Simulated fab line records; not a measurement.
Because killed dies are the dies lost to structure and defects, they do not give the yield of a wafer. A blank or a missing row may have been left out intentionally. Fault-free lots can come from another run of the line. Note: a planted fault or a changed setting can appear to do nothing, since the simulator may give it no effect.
Struck lot and sound lot, side by side ; flow nand harc ; 43 steps out of a route of 1159
Sound: these wafers, L812.1, L812.2, L812.4. The struck wafers were L827.2, L827.5, L827.6. The cause is named last.
Per side, at each step with rows, come the tool, then ch with its chambers, and then its first start. Under that, the readings that differ: sound wafers ; struck wafers ; difference of the means ; sigmas: that difference in standard deviations of wafers without a fault.
alike: a reading whose means differ by less than 2 such deviations, as well as words and numbers matching on both sides. not compared: withheld readings; readings where some wafer has no value; bounds like >300 that might hide an equal value; numbers whose values overlap and for which the record gives no deviation.
A row with sigmas, a row that says differs or no value, or rows on one side alone: a step with any of these is where the two part. When numbers do not overlap yet have no deviation, they are printed without sigmas and do not part them. A reading that every wafer of one side lacks parts them only if that side has two wafers or more.

NHARC_A_CONTACT_OVL_MEAS_43:
  sound on overlay-02, day 17 03:44; struck on overlay-01, day 20 01:09
  alike: overlay x nm, overlay y nm
NHARC_A_CONTACT_INSPECT_44:
  sound on defect inspect-02, day 17 03:46; struck on defect inspect-02, day 20 01:11
  alike: raw defect count
then, 1 step without rows for these wafers: NHARC_A_CONTACT_DESCUM_47 (chemistry O2, time 3 s).
NHARC_A_CONTACT_ETCH_48: etches the open film in CF4, target depth 39 nm, time 65 s.
  sound on rie diel-02 ch 0,2,3, day 17 03:56; struck on rie diel-07 ch 0,1,3, day 20 01:28
  alike: chamber pressure mTorr, drypump motor current A, oes product au, rf vpp V, showerhead plenum p Torr, throttle valve pct
  not compared: rf hours counter h
then, 3 steps without rows for these wafers: NHARC_A_CONTACT_ETCH_49 (etches the open film in N2/H2, target depth 260 nm, time 475.3 s); NHARC_A_CONTACT_ETCH_50 (etches the open film in CF4/CHF3, target depth 84.7 nm, time 42.4 s); NHARC_A_CONTACT_ETCH_51 (etches the open film in O2/COS, target depth 3600 nm, time 936 s).
NHARC_A_CONTACT_ETCH_111: etches the open film in C4F8/O2/Ar, time 140 s, target depth 700 nm.
  sound on har cap etch-01 ch 0,1, day 17 05:11; struck on har cap etch-01 ch 0,1, day 20 02:37
  alike: chamber pressure mTorr
  not compared: rf hours counter h
then, 2 steps without rows for these wafers: NHARC_A_CONTACT_ETCH_112 (etches the open film in C4F8/O2/Ar, time 94 s, target depth 922 nm); NHARC_A_CONTACT_ETCH_113 (etches the open film in C4F8/O2/Ar, time 94 s, target depth 922 nm).
NHARC_A_CONTACT_ETCH_114: etches the open film in C4F8/O2/Ar, time 94 s, target depth 922 nm.
  sound on har cap etch-01 ch 0,1, day 17 05:34; struck on har cap etch-01 ch 0,1, day 20 02:59
  alike: chamber pressure mTorr
  not compared: rf hours counter h
NHARC_A_CONTACT_ETCH_115: etches the open film in C4F8/O2/Ar, time 94 s, target depth 922 nm.
  sound on har cap etch-01 ch 0,1, day 17 05:39; struck on har cap etch-01 ch 0,1, day 20 03:05
  alike: chamber pressure mTorr
  not compared: rf hours counter h
NHARC_A_CONTACT_ETCH_116: etches the open film in C4F8/O2/Ar, time 94 s, target depth 922 nm.
  sound on har cap etch-01 ch 0,1, day 17 05:44; struck on har cap etch-01 ch 0,1, day 20 03:11
  alike: chamber pressure mTorr
  not compared: rf hours counter h
then, 1 step without rows for these wafers: NHARC_A_CONTACT_ETCH_117 (etches the open film in C4F8/O2/Ar, time 94 s, target depth 922 nm).
NHARC_A_CONTACT_ETCH_118: etches the open film in C4F8/O2/Ar, time 94 s, target depth 922 nm.
  sound on har cap etch-01 ch 0,1, day 17 05:55; struck on har cap etch-01 ch 0,1, day 20 03:22
  alike: chamber pressure mTorr
  not compared: rf hours counter h
then, 7 steps without rows for these wafers: NHARC_A_CONTACT_ETCH_119 (etches the open film in C4F8/O2/Ar, time 94 s, target depth 922 nm); NHARC_A_CONTACT_ETCH_120 (etches the open film in C4F8/O2/Ar, time 94 s, target depth 922 nm); NHARC_A_CONTACT_ETCH_121 (etches the open film in C4F8/O2/Ar, time 94 s, target depth 922 nm); NHARC_A_CONTACT_ETCH_122 (etches the open film in C4F8/O2/Ar, time 95 s, target depth 930 nm); NHARC_A_CONTACT_ETCH_123 (etches the open film in C4F8/O2/Ar, time 253 s, target depth 1090 nm); NHARC_A_CONTACT_ETCH_90 (etches the open film in CH3F/O2, target depth 40 nm, time 85.7 s); NHARC_A_CONTACT_ETCH_96 (etches the open film in C4F6/O2, target depth 20 nm, time 10 s).
NHARC_A_CONTACT_CD_MEAS_53:
  sound on cd sem-02, day 17 07:11; struck on cd sem-03, day 20 04:41
  alike: cd nm
then, 18 steps without rows for these wafers: NHARC_A_CONTACT_STRIP_99 (strips in N2/H2); NHARC_A_CONTACT_STRIP_100 (strips in CF4/CHF3); NHARC_A_CONTACT_STRIP_101 (strips in O2/COS); NHARC_A_CONTACT_ETCH_102 (etches the open film in CF4/O2, target depth 70 nm, overetch 7 nm, time 38.5 s); NHARC_A_CONTACT_STRIP_55 (strips in O2); NHARC_A_CONTACT_STRIP_56 (strips in post etch residue remover, time 600 s); NHARC_A_CONTACT_DEP_57 (deposits aC, target thk 2800 nm); NHARC_A_CONTACT_DEP_58 (deposits SiON, target thk 60 nm); NHARC_A_CONTACT_DEHYDRATE_59 (time 120 s); NHARC_A_CONTACT_HMDS_60 (time 30 s); NHARC_A_CONTACT_COAT_61 (time 75 s); NHARC_A_CONTACT_COAT_62 (time 65 s); NHARC_A_CONTACT_COAT_63 (resist thk 90 nm); NHARC_A_CONTACT_SOFTBAKE_64 (time 55 s); NHARC_A_CONTACT_EBR_65; NHARC_A_CONTACT_EXPOSE_66 (exposes mask A CC 2); NHARC_A_CONTACT_PEB_67 (peb time 65 s); NHARC_A_CONTACT_DEVELOP_68 (develop time 35 s).
NHARC_A_CONTACT_CD_MEAS_69: the cd target is 200 nm.
  sound on cd sem-03 ch 0, day 17 10:40; struck on cd sem-03 ch 0, day 20 08:37
  alike: cd nm
-- break in the record here, with 3 days between the starts of the struck wafers on either side (left off in module A_CONTACT, picked up again in module END, where the first step shown is number 1159 on the route) --
NHARC_END_SORT_01:
  sound on prober-02 ch 0, day 20 10:17; struck on prober-02 ch 0, day 23 20:14
reading;sound;struck;difference;sigmas
killed at array;29 17 14;106 88 107;+80;+8
killed at periphery;7 5 8;4 2 0;-5;-2
killed dies;36 23 22;110 90 109;+76;+8
  alike: killed at other, killed open, killed short

WHERE THEY PART
Within this record, at NHARC_END_SORT_01 only.

WHY: the cause the simulator had injected
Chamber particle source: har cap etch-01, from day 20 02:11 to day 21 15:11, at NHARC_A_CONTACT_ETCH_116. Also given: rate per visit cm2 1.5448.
